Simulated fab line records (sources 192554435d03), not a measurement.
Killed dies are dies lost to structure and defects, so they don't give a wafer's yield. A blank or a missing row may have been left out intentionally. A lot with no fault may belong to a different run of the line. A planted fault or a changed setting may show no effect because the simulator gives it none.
The tool behind it: which one? ; flow n5Finfet ; at 1 step of a route of 1938, 10 lots with 30 wafers sampled

WHAT THE GAUGES SHOWED, per wafer
N5_BEOL_M4_OVL_MEAS_12.
lot;measured;on;M4_OVL (nm)
L076;day 8 06:40;overlay-02;-0.3 -0.4 -0.7
L077;day 8 17:13;overlay-01;0.1 0.6 -0.1
L080;day 9 16:50;overlay-01;-0.5 -0.7 -1.0
L084;day 10 23:31;overlay-01;0.3 0.9 0.3
L085;day 11 03:20;overlay-02;-0.3 0.6 0.3
L086;day 11 11:09;overlay-01;-0.7 0.7 -0.1
L089;day 11 16:40;overlay-02;0.6 0.6 -0.1
L092;day 12 13:32;overlay-02;-0.2 -0.5 -0.2
L091;day 12 19:01;overlay-01;-0.4 0.0 -0.2
L096;day 13 22:50;overlay-01;-0.9 -0.2 -0.1

TOOL THAT RAN EACH LOT (tool first, then ch and the chambers of the sampled wafers, then the start)
The record shows no process step preceding these readings.

THE ANSWER, worked out from the rows above alone
Rule: what is usual is taken from the lots themselves. Put in order of their means at a reading, lots are off if they are a third of the lots or fewer, leave a main group of 4 or more, and stand apart from it by a gap of 3 or more times the standard deviation of the main group's means; of several such gaps the widest counts. If all means in a main group match to the digits the tables above print for the reading, that group is not used. A lot without any number at a reading at which 4 lots or more have one is off too. All remaining lots with rows at the step are treated as sound.
None of the lots is off at any reading shown; this tells nothing.

WHAT THE SIMULATOR HAD INSERTED
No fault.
